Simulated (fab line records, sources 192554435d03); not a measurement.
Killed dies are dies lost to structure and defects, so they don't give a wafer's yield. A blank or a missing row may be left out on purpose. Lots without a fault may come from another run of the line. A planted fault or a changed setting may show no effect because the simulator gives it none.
Problem report in the 8D (eight disciplines) form, filled by code | flow n5_finfet | the parts of the form that need people (team, actions taken, sign-off) are left out

1. THE PROBLEM
barrier_field_endpoint_s at N5_BEOL_M3_CMP_52 reads a mean of 20.0 s on 3 wafers of 2 lots; wafers without a fault read 24.6 s with a standard deviation of 0.56. That is -8.2 standard deviations from the usual mean.
The step: polishes, stops on SiOC, t overpolish 6.8 s, target thk 40 nm.
First seen on wafer L210.2, day 12 10:43, on cmp-02. The record holds 27 wafers of 9 lots with a number at this step. Rule for "out", or "out of limits": more than 4 standard deviations from the usual mean. The other wafers with a number count as sound.

2. WHAT IT IS AND WHAT IT IS NOT
question                    | is                       | is not
which readings at this step | barrier_field_endpoint_s | motor_current_A, slurry_flow_ml_min
which lots                  | L210, L211               | L193, L195, L196, L198, L207, L215, L216
which wafers of those lots  | L210.2, L210.6, L211.6   | L210.5, L211.1, L211.5
read on which tools         | cmp-02, cmp-03           | cmp-01
when                        | from day 12 10:43        | up to then (16 sound wafers); but 8 sound wafers of L211, L215, L216 came after

3. SUSPECTS, AND WHAT RULES EACH OUT
Counting: a tool at a process step up to the reading stays a suspect if it ran every lot that is out. Sound lots after the first of them don't rule it out here, since some wafers of a struck lot are sound.
- pecvd-04 at N5_BEOL_M3_PECVD_72 (deposits SiO2 from TEOS/O2, target thk 16 nm, time 18 s): kept. It ran every lot that is out, first L210 (day 11 23:46); its last sound lot up to then is L207 (day 10 14:52).
- pvd_sputter-02 at N5_BEOL_M3_ANNEAL_91 (time 240 s): kept. It ran every lot that is out, first L210 (day 12 09:35); its last sound lot up to then is L198 (day 9 15:33).
Left after counting: pecvd-04 at N5_BEOL_M3_PECVD_72, pvd_sputter-02 at N5_BEOL_M3_ANNEAL_91.

4. THE CAUSE (what the simulator had put in)
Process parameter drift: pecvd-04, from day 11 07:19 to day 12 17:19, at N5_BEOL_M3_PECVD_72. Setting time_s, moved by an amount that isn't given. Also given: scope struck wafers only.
Counting left 2 suspects, and this tool is among them.

5. THE CHAIN OF EFFECTS, in route order
Each row: a reading whose mean over the struck wafers that have a number lies more than 3 standard deviations from the usual. Only readings for which the record gives a usual standard deviation are gone through. hours: the time from each lot's start at the first step in this table that gives one to its start at this step, as a median over the lots. sigmas: the change in usual standard deviations.
hours | step              | reading                  | usual  | on struck wafers | change | sigmas
0     | N5_BEOL_M3_CMP_52 | barrier_field_endpoint_s | 24.6 s | 20.0             | -4.6   | -8.2
The process steps in it:
- N5_BEOL_M3_CMP_52: polishes, stops on SiOC, t overpolish 6.8 s, target thk 40 nm.
Later measuring or inspecting steps at which every struck wafer that the step has a row for has a number for every such reading, and none has moved that far: N5_BEOL_M3_RS_MEAS_58, N5_BEOL_M3_INSPECT_59, N5_BEOL_M4_RC_MEAS_101.

6. WHAT WOULD HAVE CAUGHT IT SOONER
In this record the first reading out of limits was taken at day 12 10:43, 27 hours after the fault began at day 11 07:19.
Of the tool readings at N5_BEOL_M3_PECVD_72 for which the record gives a usual standard deviation, none was out on any struck wafer, so an alarm limit of 4 standard deviations on them would not have fired.
All the lots that are out (2) had begun N5_BEOL_M3_PECVD_72 on pecvd-04 by day 12 10:43. A hold on the tool at that time would have spared none of them.
